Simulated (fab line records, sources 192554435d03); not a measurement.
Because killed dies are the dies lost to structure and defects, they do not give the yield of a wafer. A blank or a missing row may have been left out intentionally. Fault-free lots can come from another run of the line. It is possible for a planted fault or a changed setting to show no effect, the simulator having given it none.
fab line records | flow n5_finfet
[record] lots = 7 wafers = 21
route steps=1938 shown WELL_APT@25 FIN_SAQP@120 FIN_CUT@173 SD_EPI_N@268 SD_EPI_P@301 SDB@349 HKMG_FIN@444
start_h: the number of hours between the record's first day and the start of the first shown wafer of the lot | wait_h: how many hours have passed since the lot's step before this one | " the same as in the row above | L1.1+2: one row covering several wafers at once | - value missing, or start not given | * or withheld: withheld | < > ~ a bound
route shown NAME@n: names a module that has steps shown in the file, with the first one's number in the route | usual: mean and standard deviation over wafers with no fault | same: alike in all rows | chamber/n: place in a boat | sites: per-site readings | _std_site: standard deviation of those values | _edge_site: the outer-site mean with the inner-site mean subtracted | radius_mm: for every site, how far away it sits from the centre of the wafer | mask NAME#n: copy n | behind: the last tool/chamber to shape the wafer | hold: why the lot was held/for how many hours/how that ended | device: transistor that didn't switch, given as n, p or np | end of line: the tests these same wafers got at the end of their route | step lacking rows: just its recipe | killed: the dies lost at the first sort to structure and to defects; this is not the yield of the wafer | map: a wafer's dies, marking killed ones x, the rest . and places with no die _
set.NAME: the run value of the setting; set.NAME@STEP: its run value at that earlier step | model.NAME: the simulator's own value behind a step, which no gauge read
one table per step and one row per wafer, for lots whose settings were changed on purpose
[[steps]]
[step N5_WELL_APT_PEB_06]
[recipe] peb_temp_c = 130 peb_time_s = 90
// columns lot.wafer tool chamber start_h wait_h set.peb_time_s
L075.1+2+3 litho_track-02 0 19.57 0.1 90
L081.1+5 litho_track-02 0 55.58 0.1 99.31
L081.2 " 0 " " 90
L082.1 litho_track-02 0 61.97 0.1 78.05
L082.2+5 " 0 " " 90
L084.3+6 litho_track-05 0 73.54 0.0 90
L084.5 " 0 " " 74.33
L094.3+4+5 litho_track-01 0 133.95 0.0 90
L096.2+3+4 litho_track-02 0 145.48 0.0 90
L097.3+5+6 litho_track-05 0 151.44 0.0 90
[step N5_WELL_APT_DESCUM_13]
[recipe] chemistry = O2 time_s = 7.9 source_power_w = 50 bias_power_w = 20 pressure_mtorr = 20 rf_frequency_hz = 2.712e+07 temp_c = 40 o2_flow_sccm = 225
// columns lot.wafer tool chamber start_h wait_h set.time_s set.peb_time_s@WELL_APT_PEB_06 model.WELL_APT.cd_nm
L075.1+3 rie_diel-03 0,2 19.79 0.0 6.227 90 198.7
L075.2 " 1 " " 6.227 90 198.4
L081.1 rie_diel-01 3 55.99 0.2 7.9 99.31 205.4
L081.2 " 2 " " 7.9 90 201.3
L081.5 " 3 " " 7.9 99.31 203.4
L082.1 rie_diel-01 3 62.17 0.0 7.9 78.05 194.7
L082.2 " 0 " " 7.9 90 198.8
L082.5 " 0 " " 8.838 90 202.6
L084.3 rie_diel-05 2 74.28 0.6 7.9 90 201.2
L084.5 " 2 " " 7.9 74.33 191.8
L084.6 " 1 " " 8.606 90 203.3
L094.3 rie_diel-01 0 134.15 0.0 7.9 90 201.3
L094.4 " 2 " " 7.9 90 203.2
L094.5 " 2 " " 7.9 90 200
L096.2 rie_diel-03 2 145.68 0.0 7.9 90 199.1
L096.3 " 1 " " 7.9 90 199.8
L096.4 " 0 " " 7.9 90 198.7
L097.3 rie_diel-03 0 153.13 1.5 7.9 90 200.1
L097.5 " 0 " " 7.9 90 198.8
L097.6 " 2 " " 7.345 90 204.1
[step N5_FIN_SAQP_MANDREL_ETCH_22]
[recipe] target_depth_a = 600 chemistry = HBr/Cl2 target = a-Si stop_on = SiNx bt_time_s = 10 over_etch_frac = 0.5 time_s = 30 pressure_mtorr = 10 icp_w = 800 bias_w = 75 HBr_flow_sccm = 150 Cl2_flow_sccm = 80 ends = end_point
// columns lot.wafer tool chamber start_h wait_h set.icp_w model.SOC_of_FIN_SAQP_COAT_49.thk_nm
L075.1 rie_si-01 2 28.11 0.0 685.9 77.98
L075.2 " 0 " " 685.9 77.42
L075.3 " 1 " " 800 76.57
L081.1 rie_si-01 1 64.01 0.0 800 76.01
L081.2 " 0 " " 800 75.6
L081.5 " 1 " " 670.6 77.68
L082.1 rie_si-05 0 71.02 0.0 800 76.21
L082.2 " 3 " " 800 75.77
L082.5 " 3 " " 877 74.68
L084.3 rie_si-01 1 82.63 0.0 800 76.16
L084.5 " 3 " " 800 76.34
L084.6 " 0 " " 800 76.02
L094.3 rie_si-05 1 143.24 0.0 800 76.38
L094.4 " 3 " " 800 75.62
L094.5 " 0 " " 800 76.11
L096.2 rie_si-01 0 156.12 0.0 800 75.92
L096.3 " 3 " " 800 75.88
L096.4 " 1 " " 800 76
L097.3 rie_si-01 3 163.46 0.0 908.2 74.06
L097.5 " 2 " " 800 76.06
L097.6 " 1 " " 800 75.76
[step N5_FIN_CUT_CUT_ETCH_26]
[recipe] chemistry = CH3F/O2 target = SiNx target_depth_a = 390 mask_material = SOC time_s = 55.7 pressure_mtorr = 30 source_w = 395 bias_w = 73 Ar_flow_sccm = 150 CH3F_flow_sccm = 30 O2_flow_sccm = 20 ion_energy_ev = 120
[usual] rf_vpp_V = 297/4.6
// columns lot.wafer tool chamber start_h wait_h set.source_w rf_vpp_V
L075.1 rie_diel-02 0 33.05 0.0 395 295
L075.2 " 1 " " 395 294
L075.3 " 2 " " 395 301
L081.1 rie_diel-02 0 69.01 0.0 395 296
L081.2 " 3 " " 395 300
L081.5 " 1 " " 395 295
L082.1 rie_diel-02 0 77.22 0.0 395 295
L082.2 " 2 " " 395 300
L082.5 " 3 " " 395 301
L084.3 rie_diel-06 3 88.59 0.0 334 319
L084.5 " 1 " " 395 297
L084.6 " 2 " " 395 300
L094.3 rie_diel-06 0 149.43 0.0 395 291
L094.4 " 0 " " 422.1 284
L094.5 " 2 " " 395 300
L096.2 rie_diel-06 0 161.92 0.0 395 293
L096.3 " 2 " " 395 300
L096.4 " 0 " " 395 293
L097.3 rie_diel-02 3 168.32 0.0 353.9 316
L097.5 " 0 " " 395 295
L097.6 " 3 " " 353.9 316
[step N5_SD_EPI_N_PEB_07]
[recipe] peb_temp_c = 110 peb_time_s = 60 resist = CAR-ArF-block
// columns lot.wafer tool chamber start_h wait_h set.peb_time_s
L075.1+3 litho_track-05 0 57.06 0.1 60
L075.2 " 0 " " 46.71
L081.1+2 litho_track-01 0 93.14 0.1 60
L081.5 " 0 " " 64.37
L082.1 litho_track-05 0 99.81 0.1 60
L082.2+5 " 0 " " 72.97
L084.3+5+6 litho_track-01 0 109.47 0.0 60
L094.3+5 litho_track-05 0 169.92 0.0 55.08
L094.4 " 0 " " 60
L096.2+3+4 litho_track-01 0 183.44 0.0 60
L097.3+5+6 litho_track-02 0 190.76 0.0 60
[step N5_SD_EPI_N_DEVELOP_08]
[recipe] develop_time_s = 30 developer = TMAH resist = CAR-ArF-block dev_temp_c = 23 rinse_liquid = diw dry = air_spin
[step N5_SD_EPI_N_CD_MEAS_09]
[recipe] target_cd_nm = 120 landing_energy_ev = 500 detector = se_inlens
[usual] cd_nm = 119.7/0.72
// columns lot.wafer tool chamber start_h wait_h set.peb_time_s@SD_EPI_N_PEB_07 cd_nm
L075.1 cd_sem-02 0 57.12 - 60 118.5
L075.2 " 0 " " 46.71 109.8
L075.3 " 0 " " 60 118.6
L081.1 cd_sem-01 0 93.21 - 60 119.9
L081.2 " 0 " " 60 120.0
L081.5 " 0 " " 64.37 123.1
L082.1 cd_sem-01 0 99.88 - 60 119.6
L082.2 " 0 " " 72.97 125.1
L082.5 " 0 " " 72.97 126.4
L084.3 cd_sem-02 0 109.53 - 60 121.3
L084.5 " 0 " " 60 120.1
L084.6 " 0 " " 60 119.8
L094.3 cd_sem-01 0 169.99 - 55.08 116.2
L094.4 " 0 " " 60 119.8
L094.5 " 0 " " 55.08 115.7
L096.2 cd_sem-02 0 183.51 - 60 119.3
L096.3 " 0 " " 60 119.5
L096.4 " 0 " " 60 120.1
L097.3 cd_sem-01 0 190.83 - 60 119.9
L097.5 " 0 " " 60 120.4
L097.6 " 0 " " 60 120.9
[step N5_SD_EPI_N_DESCUM_14]
[recipe] chemistry = O2 time_s = 7.9 source_power_w = 50 bias_power_w = 20 pressure_mtorr = 20 rf_frequency_hz = 2.712e+07 temp_c = 40 resist = CAR-ArF-block o2_flow_sccm = 225
// columns lot.wafer tool chamber start_h wait_h set.peb_time_s@SD_EPI_N_PEB_07 model.SD_EPI_N.cd_nm
L075.1 rie_diel-03 0 57.45 0.3 60 118.8
L075.2 " 3 " " 46.71 110
L075.3 " 1 " " 60 118.4
L081.1 rie_diel-05 1 93.29 0.0 60 119.8
L081.2 " 0 " " 60 120.2
L081.5 " 2 " " 64.37 123.4
L082.1 rie_diel-05 2 99.97 0.0 60 119.8
L082.2 " 3 " " 72.97 125.4
L082.5 " 3 " " 72.97 125.8
L084.3 rie_diel-01 0 109.62 0.0 60 121.2
L084.5 " 3 " " 60 119.8
L084.6 " 0 " " 60 119.6
L094.3 rie_diel-01 0 170.08 0.0 55.08 116
L094.4 " 2 " " 60 119.6
L094.5 " 2 " " 55.08 115.6
L096.2+3+4 rie_diel-05 3,0,2 183.83 0.3 60 119.6
L097.3 rie_diel-03 2 190.95 0.1 60 119.8
L097.5 " 2 " " 60 120.8
L097.6 " 0 " " 60 121
[step N5_SD_EPI_N_ETCH_34]
[recipe] chemistry = CF4 target = SiARC target_depth_a = 455 mask_material = CAR-ArF-block time_s = 75.8 ion_energy_ev = 80 pressure_mtorr = 40 source_w = 545 bias_w = 36 Ar_flow_sccm = 100 cf4_flow_sccm = 100 ends = cleared
[step N5_SD_EPI_N_ETCH_35]
[recipe] chemistry = N2/H2 target = SOC overetch_a = 1080 mask_material = SiARC temp_c = 40 ion_energy_ev = 100 source_w = 3000 bias_w = 133 pressure_mtorr = 20 time_s = 486 n2_flow_sccm = 200 h2_flow_sccm = 200
// columns lot.wafer tool chamber start_h wait_h set.peb_time_s@SD_EPI_N_PEB_07 model.SD_EPI_N.cd_nm
L075.1 rie_diel-03 0 57.54 0.0 60 119
L075.2 " 3 " " 46.71 108.8
L075.3 " 1 " " 60 117.6
L081.1 rie_diel-05 1 93.38 0.0 60 120.6
L081.2 " 0 " " 60 121
L081.5 " 2 " " 64.37 123.2
L082.1 rie_diel-05 2 100.06 0.0 60 120.8
L082.2+5 " 3 " " 72.97 126.4
L084.3 rie_diel-01 0 109.71 0.0 60 123.4
L084.5 " 3 " " 60 121.2
L084.6 " 0 " " 60 120.8
L094.3 rie_diel-01 0 170.17 0.0 55.08 116.2
L094.4 " 2 " " 60 118.2
L094.5 " 2 " " 55.08 113.8
L096.2 rie_diel-05 3 183.92 0.0 60 120.2
L096.3 " 0 " " 60 119.6
L096.4 " 2 " " 60 120.4
L097.3 rie_diel-03 2 191.04 0.0 60 120
L097.5 " 2 " " 60 121.8
L097.6 " 0 " " 60 121.4
[step N5_SD_EPI_P_PEB_07]
[recipe] peb_temp_c = 110 peb_time_s = 60 resist = CAR-ArF-block
// columns lot.wafer tool chamber start_h wait_h set.peb_time_s
L075.1+2+3 litho_track-04 0 61.73 0.1 60
L081.1+2 litho_track-02 0 98.15 0.1 60
L081.5 " 0 " " 49.18
L082.1+2 litho_track-04 0 104.28 0.1 60
L082.5 " 0 " " 46.52
L084.3+5+6 litho_track-02 0 114.41 0.0 60
L094.3+4+5 litho_track-04 0 174.41 0.0 60
L096.2+3+4 litho_track-02 0 188.86 0.0 60
L097.3+5 litho_track-03 0 195.37 0.0 60
L097.6 " 0 " " 64.96
[step N5_SD_EPI_P_DEVELOP_08]
[recipe] develop_time_s = 30 developer = TMAH resist = CAR-ArF-block dev_temp_c = 23 rinse_liquid = diw dry = air_spin
[step N5_SD_EPI_P_CD_MEAS_09]
[recipe] target_cd_nm = 240 landing_energy_ev = 500 detector = se_inlens
[usual] cd_nm = 239.7/1
// columns lot.wafer tool chamber start_h wait_h set.peb_time_s@SD_EPI_P_PEB_07 cd_nm
L075.1 cd_sem-01 0 61.80 - 60 239.1
L075.2 " 0 " " 60 240.8
L075.3 " 0 " " 60 240.7
L081.1 cd_sem-02 0 98.21 - 60 240.3
L081.2 " 0 " " 60 239.6
L081.5 " 0 " " 49.18 232.6
L082.1 cd_sem-03 0 104.35 - 60 240.7
L082.2 " 0 " " 60 241.4
L082.5 " 0 " " 46.52 232.4
L084.3 cd_sem-01 0 114.48 - 60 240.3
L084.5 " 0 " " 60 239.8
L084.6 " 0 " " 60 239.8
L094.3 cd_sem-01 0 174.48 - 60 240.4
L094.4 " 0 " " 60 239.9
L094.5 " 0 " " 60 240.2
L096.2 cd_sem-03 0 188.93 - 60 239.8
L096.3 " 0 " " 60 239.2
L096.4 " 0 " " 60 240.1
L097.3 cd_sem-02 0 195.44 - 60 239.4
L097.5 " 0 " " 60 240.3
L097.6 " 0 " " 64.96 242.6
[step N5_SD_EPI_P_DESCUM_14]
[recipe] chemistry = O2 time_s = 7.9 source_power_w = 50 bias_power_w = 20 pressure_mtorr = 20 rf_frequency_hz = 2.712e+07 temp_c = 40 resist = CAR-ArF-block o2_flow_sccm = 225
// columns lot.wafer tool chamber start_h wait_h set.time_s set.peb_time_s@SD_EPI_P_PEB_07 model.SD_EPI_P.cd_nm
L075.1 rie_diel-02 0 61.89 0.0 6.546 60 239.2
L075.2 " 3 " " 6.546 60 240.4
L075.3 " 2 " " 7.9 60 241
L081.1 rie_diel-06 1 98.30 0.0 7.9 60 240.6
L081.2 " 3 " " 7.9 60 239.4
L081.5 " 2 " " 7.9 49.18 232.8
L082.1 rie_diel-02 0 104.44 0.0 7.9 60 240.8
L082.2 " 2 " " 7.9 60 241.4
L082.5 " 3 " " 7.9 46.52 232.2
L084.3 rie_diel-02 3 114.57 0.0 7.096 60 240.2
L084.5 " 1 " " 7.096 60 240
L084.6 " 2 " " 7.096 60 239.8
L094.3+5 rie_diel-02 1,3 174.57 0.0 7.9 60 240.2
L094.4 " 3 " " 7.9 60 239.6
L096.2+4 rie_diel-04 3 189.01 0.0 7.9 60 240.2
L096.3 " 1 " " 7.9 60 238.8
L097.3 rie_diel-06 3 195.52 0.0 7.9 60 239.2
L097.5 " 3 " " 6.336 60 240
L097.6 " 2 " " 7.9 64.96 242.6
[step N5_SD_EPI_P_ETCH_36]
[recipe] chemistry = CF4 target = SiARC target_depth_a = 455 mask_material = CAR-ArF-block time_s = 75.8 ion_energy_ev = 80 pressure_mtorr = 40 source_w = 545 bias_w = 36 Ar_flow_sccm = 100 cf4_flow_sccm = 100 ends = cleared
[step N5_SD_EPI_P_ETCH_37]
[recipe] chemistry = N2/H2 target = SOC overetch_a = 1080 mask_material = SiARC temp_c = 40 ion_energy_ev = 100 source_w = 3000 bias_w = 133 pressure_mtorr = 20 time_s = 486 n2_flow_sccm = 200 h2_flow_sccm = 200 ends = end_point
// columns lot.wafer tool chamber start_h wait_h set.peb_time_s@SD_EPI_P_PEB_07 model.SD_EPI_P.cd_nm
L075.1 rie_diel-02 0 61.98 0.0 60 238.8
L075.2 " 3 " " 60 240.6
L075.3 " 2 " " 60 240.4
L081.1 rie_diel-06 1 98.39 0.0 60 239.8
L081.2 " 3 " " 60 238.4
L081.5 " 2 " " 49.18 233.2
L082.1 rie_diel-02 0 104.53 0.0 60 241.8
L082.2 " 2 " " 60 240.6
L082.5 " 3 " " 46.52 232.6
L084.3 rie_diel-02 3 114.66 0.0 60 240.4
L084.5+6 " 1,2 " " 60 239.2
L094.3 rie_diel-02 1 174.66 0.0 60 239.6
L094.4 " 3 " " 60 240.8
L094.5 " 3 " " 60 241.4
L096.2 rie_diel-04 3 189.10 0.0 60 239.8
L096.3 " 1 " " 60 240
L096.4 " 3 " " 60 239.4
L097.3 rie_diel-06 3 195.61 0.0 60 240.2
L097.5 " 3 " " 60 240.6
L097.6 " 2 " " 64.96 242.4
[step N5_SD_EPI_P_STRIP_38]
[recipe] chemistry = N2/H2 temp_c = 40 n2_flow_sccm = 200 h2_flow_sccm = 200 rf_frequency_hz = 6e+07
[step N5_SD_EPI_P_ETCHBACK_46]
[recipe] chemistry = CH3F/O2 mode = anisotropic_etchback target = SiNx target_depth_a = 175 stop_on = SiO2 over_etch_frac = 0.3 ion_energy_ev = 120 pressure_mtorr = 30 source_w = 395 bias_w = 73 Ar_flow_sccm = 150 CH3F_flow_sccm = 30 O2_flow_sccm = 20
[step N5_SD_EPI_P_ETCH_47]
[recipe] chemistry = CH3F/O2 target = SiOCN target_depth_a = 250 mask_material = SOC ion_energy_ev = 60 bias_w = 29 pressure_mtorr = 30 source_w = 410 Ar_flow_sccm = 150 CH3F_flow_sccm = 30 O2_flow_sccm = 20
// columns lot.wafer tool chamber start_h wait_h set.peb_time_s@SD_EPI_P_PEB_07 model.SD_EPI_P.cd_nm
L075.1 rie_diel-02 0 62.40 0.1 60 238.8
L075.2 " 3 " " 60 240.6
L075.3 " 2 " " 60 240.4
L081.1 rie_diel-06 1 98.82 0.1 60 239.6
L081.2 " 3 " " 60 238.2
L081.5 " 2 " " 49.18 233
L082.1 rie_diel-02 0 104.95 0.1 60 241.6
L082.2 " 2 " " 60 240.6
L082.5 " 3 " " 46.52 232.8
L084.3 rie_diel-02 3 115.08 0.1 60 240.6
L084.5 " 1 " " 60 239.2
L084.6 " 2 " " 60 239.4
L094.3 rie_diel-02 1 175.08 0.1 60 239.6
L094.4 " 3 " " 60 240.8
L094.5 " 3 " " 60 241.4
L096.2 rie_diel-04 3 189.53 0.1 60 239.8
L096.3 " 1 " " 60 240
L096.4 " 3 " " 60 239.6
L097.3 rie_diel-06 3 196.04 0.1 60 240.4
L097.5 " 3 " " 60 240.6
L097.6 " 2 " " 64.96 242.4
[step N5_SDB_COAT_04]
[recipe] resist = SiARC temp_c = 220 time_s = 60 spin_rpm = 1500 resist_thk_nm = 18
// columns lot.wafer tool chamber start_h wait_h set.spin_rpm model.SiARC_of_SDB_COAT_04.thk_nm
L075.1+2+3 litho_track-01 0 - - 1500 18
L081.1+5 litho_track-05 0 - - 1414 18.6
L081.2 " 0 " " 1500 18
L082.1+5 litho_track-03 0 - - 1500 18
L082.2 " 0 " " 1614 17.4
L084.3 litho_track-01 0 - - 1500 18
L084.5 " 0 " " 1415 18.4
L084.6 " 0 " " 1415 18.6
L094.3+4+5 litho_track-01 0 - - 1500 18
L096.2+3 litho_track-01 0 - - 1500 18
L096.4 " 0 " " 1500 17.8
L097.3+5+6 litho_track-03 0 - - 1500 18
[step N5_SDB_COAT_05]
[recipe] resist = CAR-ArF spin_rpm = 1500 resist_thk_nm = 90
[step N5_SDB_EBR_07]
[recipe] solvent = PGMEA ebr_width_mm = 1.5
[step N5_SDB_DESCUM_16]
[recipe] chemistry = O2 time_s = 7.9 source_power_w = 50 bias_power_w = 20 pressure_mtorr = 20 rf_frequency_hz = 2.712e+07 temp_c = 40 resist = CAR-ArF o2_flow_sccm = 225
[step N5_SDB_ETCH_17]
[recipe] chemistry = CF4 target = SiARC target_depth_a = 234 mask_material = CAR-ArF time_s = 39 ion_energy_ev = 80 pressure_mtorr = 40 source_w = 545 bias_w = 36 Ar_flow_sccm = 100 cf4_flow_sccm = 100 ends = cleared
// columns lot.wafer tool chamber start_h wait_h set.spin_rpm@SDB_COAT_04 model.etch.depth_nm
L075.1 rie_diel-03 1 74.22 0.0 1500 17.98
L075.2 " 2 " " 1500 17.96
L075.3 " 0 " " 1500 17.97
L081.1 rie_diel-03 2 110.47 0.0 1414 18.52
L081.2 " 1 " " 1500 17.99
L081.5 " 1 " " 1414 18.55
L082.1 rie_diel-01 2 116.20 0.0 1500 17.96
L082.2 " 1 " " 1614 17.38
L082.5 " 2 " " 1500 18.06
L084.3 rie_diel-03 1 127.04 0.0 1500 17.99
L084.5 " 2 " " 1415 18.46
L084.6 " 1 " " 1415 18.54
L094.3 rie_diel-03 0 188.09 0.0 1500 18.01
L094.4 " 1 " " 1500 17.97
L094.5 " 0 " " 1500 18
L096.2 rie_diel-05 0 201.04 0.0 1500 17.91
L096.3 " 2 " " 1500 17.93
L096.4 " 1 " " 1500 17.88
L097.3 rie_diel-03 0 207.70 0.0 1500 17.92
L097.5 " 2 " " 1500 18
L097.6 " 3 " " 1500 17.99
[step N5_SDB_ETCH_18]
[recipe] chemistry = N2/H2 target = SOC target_depth_a = 1000 overetch_a = 200 mask_material = SiARC temp_c = 40 time_s = 150 ion_energy_ev = 200 pressure_mtorr = 30 source_w = 840 bias_w = 150 n2_flow_sccm = 200 h2_flow_sccm = 200
// columns lot.wafer tool chamber start_h wait_h set.spin_rpm@SDB_COAT_04 model.SiARC_of_SDB_COAT_04.thk_nm
L075.1+2+3 rie_diel-03 1,2,0 74.25 0.0 1500 12.8
L081.1 rie_diel-03 2 110.50 0.0 1414 13.2
L081.2 " 1 " " 1500 12.8
L081.5 " 1 " " 1414 13.4
L082.1 rie_diel-01 2 116.23 0.0 1500 12.6
L082.2 " 1 " " 1614 11.8
L082.5 " 2 " " 1500 12.8
L084.3 rie_diel-03 1 127.08 0.0 1500 12.8
L084.5 " 2 " " 1415 13.2
L084.6 " 1 " " 1415 13.4
L094.3+5 rie_diel-03 0 188.13 0.0 1500 13
L094.4 " 1 " " 1500 12.8
L096.2 rie_diel-05 0 201.08 0.0 1500 12.8
L096.3 " 2 " " 1500 12.6
L096.4 " 1 " " 1500 13
L097.3 rie_diel-03 0 207.73 0.0 1500 12.8
L097.5 " 2 " " 1500 12.6
L097.6 " 3 " " 1500 13
[step N5_HKMG_FIN_ETCH_86]
[recipe] chemistry = N2/H2 target = SOC target_depth_a = 3932 stop_on = TiN ion_energy_ev = 100 bias_w = 61 pressure_mtorr = 30 source_w = 850 n2_flow_sccm = 200 h2_flow_sccm = 200
// columns lot.wafer tool chamber start_h wait_h set.target_depth_a model.SOC_of_HKMG_FIN_COAT_85.thk_nm
L075.1 rie_diel-05 0 85.24 - 3932 20.4
L075.2 " 3 " " 3932 19.2
L075.3 " 2 " " 3932 17.6
L081.1 rie_diel-05 3 121.04 - 3635 40.8
L081.2 " 2 " " 3932 17.8
L081.5 " 0 " " 3635 41.8
L082.1 rie_diel-05 3 126.94 - 3932 19.6
L082.2 " 2 " " 3932 17.8
L082.5 " 3 " " 3932 19.8
L084.3+5 rie_diel-01 2,0 137.94 - 4180 8.6
L084.6 " 2 " " 3932 14.4
L094.3 rie_diel-03 2 198.73 - 3932 20
L094.4 " 3 " " 3932 19.4
L094.5 " 2 " " 3513 49.8
L096.2 rie_diel-03 3 211.31 - 3932 20
L096.3 " 1 " " 3932 16
L096.4 " 0 " " 3932 21
L097.3 rie_diel-01 2 218.04 - 3932 15.2
L097.5 " 0 " " 3464 49
L097.6 " 3 " " 3464 46.4
[[key]]
[split] step = N5_WELL_APT_PEB_06 setting = peb_time_s stated = 90 by = wafer
[response] step = N5_WELL_APT_DESCUM_13 reading = model.WELL_APT.cd_nm change = +0.501 per = 1% r = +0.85
[split] step = N5_WELL_APT_DESCUM_13 setting = time_s stated = 7.9 by = wafer
response none clear
[split] step = N5_FIN_SAQP_MANDREL_ETCH_22 setting = icp_w stated = 800 by = wafer
[response] step = N5_FIN_SAQP_MANDREL_ETCH_22 reading = model.SOC_of_FIN_SAQP_COAT_49.thk_nm change = -0.114 per = 1% r = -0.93
[split] step = N5_FIN_CUT_CUT_ETCH_26 setting = source_w stated = 395 by = wafer
[response] step = N5_FIN_CUT_CUT_ETCH_26 reading = rf_vpp_V change = -1.56 per = 1% r = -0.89
[split] step = N5_SD_EPI_N_PEB_07 setting = peb_time_s stated = 60 by = wafer
[response] step = N5_SD_EPI_N_CD_MEAS_09 reading = cd_nm change = +0.352 per = 1% r = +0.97
[response] step = N5_SD_EPI_N_DESCUM_14 reading = model.SD_EPI_N.cd_nm change = +0.345 per = 1% r = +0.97
[response] step = N5_SD_EPI_N_ETCH_35 reading = model.SD_EPI_N.cd_nm change = +0.348 per = 1% r = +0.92
[split] step = N5_SD_EPI_P_PEB_07 setting = peb_time_s stated = 60 by = wafer
[response] step = N5_SD_EPI_P_CD_MEAS_09 reading = cd_nm change = +0.392 per = 1% r = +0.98
[response] step = N5_SD_EPI_P_DESCUM_14 reading = model.SD_EPI_P.cd_nm change = +0.395 per = 1% r = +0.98
[response] step = N5_SD_EPI_P_ETCH_37 reading = model.SD_EPI_P.cd_nm change = +0.352 per = 1% r = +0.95
[response] step = N5_SD_EPI_P_ETCH_47 reading = model.SD_EPI_P.cd_nm change = +0.344 per = 1% r = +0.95
[split] step = N5_SD_EPI_P_DESCUM_14 setting = time_s stated = 7.9 by = wafer
response none clear
[split] step = N5_SDB_COAT_04 setting = spin_rpm stated = 1500 by = wafer
[response] step = N5_SDB_COAT_04 reading = model.SiARC_of_SDB_COAT_04.thk_nm change = -0.0883 per = 1% r = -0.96
[response] step = N5_SDB_ETCH_17 reading = model.etch.depth_nm change = -0.0877 per = 1% r = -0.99
[response] step = N5_SDB_ETCH_18 reading = model.SiARC_of_SDB_COAT_04.thk_nm change = -0.102 per = 1% r = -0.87
[split] step = N5_HKMG_FIN_ETCH_86 setting = target_depth_a stated = 3932 by = wafer
[response] step = N5_HKMG_FIN_ETCH_86 reading = model.SOC_of_HKMG_FIN_COAT_85.thk_nm change = -2.62 per = 1% r = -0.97
